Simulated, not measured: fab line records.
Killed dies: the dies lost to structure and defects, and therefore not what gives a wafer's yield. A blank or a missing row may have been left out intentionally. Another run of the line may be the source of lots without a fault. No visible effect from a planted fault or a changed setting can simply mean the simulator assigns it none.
Chamber matching + flow nandHarc + cmp-01 running NHARC_A_BONDPAD_CMP_29: 4 sister chambers
The step polishes SiCN, target thk 200 nm. 7 wafers are shown with their chamber, then 7 later ones without.

== WAFERS, EACH WITH ITS CHAMBER ==
| wafer  | chamber | motorCurrentA (A) |
|--------|---------|-------------------|
| L079.5 | 0       | 11.3              |
| L079.6 | 3       | 14.7              |
| L078.1 | 1       | 11.1              |
| L078.2 | 0       | 12.1              |
| L078.5 | 2       | 12.0              |
| L080.3 | 2       | 12.5              |
| L080.5 | 1       | 11.0              |

== WAFERS WITHOUT THEIR CHAMBER ==
| wafer  | motorCurrentA (A) |
|--------|-------------------|
| L080.6 | 11.8              |
| L082.1 | 14.3              |
| L082.4 | 11.0              |
| L082.5 | 14.2              |
| L097.2 | 12.1              |
| L097.4 | 14.9              |
| L097.5 | 14.9              |

== WHICH CHAMBER EACH WENT THROUGH ==
| wafer  | from the rows above          | in truth |
|--------|------------------------------|----------|
| L080.6 | can't be placed: 0 or 2 or 1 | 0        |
| L082.1 | 3                            | 3        |
| L082.4 | can't be placed: 1 or 0      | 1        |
| L082.5 | 3                            | 3        |
| L097.2 | can't be placed: 2 or 0      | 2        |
| L097.4 | 3                            | 3        |
| L097.5 | 3                            | 3        |
4 of 7 placed correctly. Unplaceable from these rows: 3, with the true chamber sitting among the candidates in 3. Placed wrongly: 0.
How it was worked out, from the rows above alone: a wafer's distance from a chamber is the root of the sum, over the readings, of the square of ((its reading less the chamber's mean) divided by the reading's scatter). If the next closest chamber is less than 2 further off than the closest, the wafer can't be placed; otherwise it belongs to the closest. The mean given for a chamber averages the wafers shown for that chamber. The scatter: the root of (the sum of the squares of (reading less its chamber's mean) over the shown wafers, divided by (wafers less chambers)).
